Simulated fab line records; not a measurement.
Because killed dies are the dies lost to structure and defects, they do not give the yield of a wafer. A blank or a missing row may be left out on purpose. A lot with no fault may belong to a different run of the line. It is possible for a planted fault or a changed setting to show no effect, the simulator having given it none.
A single fault, viewed from 2 desks ; flow n5_finfet ; what lay behind the numbers comes last; until then each desk has only its own

## AT THE TOOL OWNER'S DESK: rie_diel-03
The tool's own readings at N5_BEOL_M5_ETCH_72 (etches underlayer in N2/H2, target depth 6.5 nm, time 5.2 s): means of the sampled wafers that have a number, for each lot that ran on this tool. Marked OUT: a lot whose mean sits more than 4 standard deviations from the usual mean, which makes it out of limits; the brackets give that distance.
Columns: A = bias_w at N5_BEOL_M5_ETCH_72, usual 149.9 W; B = drypump_motor_current_A at N5_BEOL_M5_ETCH_72, usual 5.6 A; C = etch_rf_on_time_s at N5_BEOL_M5_ETCH_72, usual 5.16 s; D = oes_product_au at N5_BEOL_M5_ETCH_72, usual 0.68 a.u.; E = rf_vpp_V at N5_BEOL_M5_ETCH_72, usual 524.3 V; F = showerhead_plenum_p_Torr at N5_BEOL_M5_ETCH_72, usual 2.56 Torr; G = throttle_valve_pct at N5_BEOL_M5_ETCH_72, usual 17.78 %
lot;first seen here;A;B;C;D;E;F;G
L802;day 9 01:30;149.8;5.9;5.16;0.68;523.9;2.58;17.92
L808;day 11 09:25;150.0;5.8;5.17;0.66;525.1;2.58;17.92
L817;day 12 22:28;144.7 (-11) OUT;5.8;5.31;0.63;512.3 (-4.4) OUT;2.58;17.97
L814;day 12 22:59;144.5 (-12) OUT;5.5;5.35;0.65;510.7 (-5.0) OUT;2.55;17.84
Finding of this desk: L814, L817 out of limits; the first was L817 at day 12 22:28, on bias_w at N5_BEOL_M5_ETCH_72. L802, L808 stayed within limits.

## FROM THE METROLOGY DESK
What the gauges read, lot by lot, whatever tool the lot ran on: means of the sampled wafers that have a number. Marked OUT: a lot whose mean sits more than 4 standard deviations from the usual mean, which makes it out of limits; the brackets give that distance.
Columns: A = cd_nm at N5_BEOL_M5_CD_MEAS_18, usual 28.10 nm
lot;first seen here;A
L800;day 8 16:31;28.05
L802;day 9 01:55;27.66
L801;day 9 16:28;28.13
L806;day 10 18:25;27.66
L807;day 11 03:54;28.41
L808;day 11 09:48;28.27
L817;day 12 22:52;28.31
L814;day 12 23:23;28.05
L822;day 14 21:24;28.20
L820;day 15 15:28;28.12
This desk's verdict: no lot among the 10 shows anything out of limits.

## BROUGHT TOGETHER
The tool owner's desk had the chance to raise an alarm at day 12 22:28 on L814, L817.
From the metrology desk's view, nothing was out of limits.
The metrology desk has L814, L817 on record, within its limits.
The lots listed all ran N5_BEOL_M5_ETCH_72 on rie_diel-03.

## WHAT THE SIMULATOR PUT IN
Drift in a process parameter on rie_diel-03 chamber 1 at N5_BEOL_M5_ETCH_72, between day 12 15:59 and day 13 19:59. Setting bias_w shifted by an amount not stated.
Struck lots among those shown: L814, L817.
Delay in hours, fault start to first out-of-limits reading, by desk: the tool owner's desk at 6.
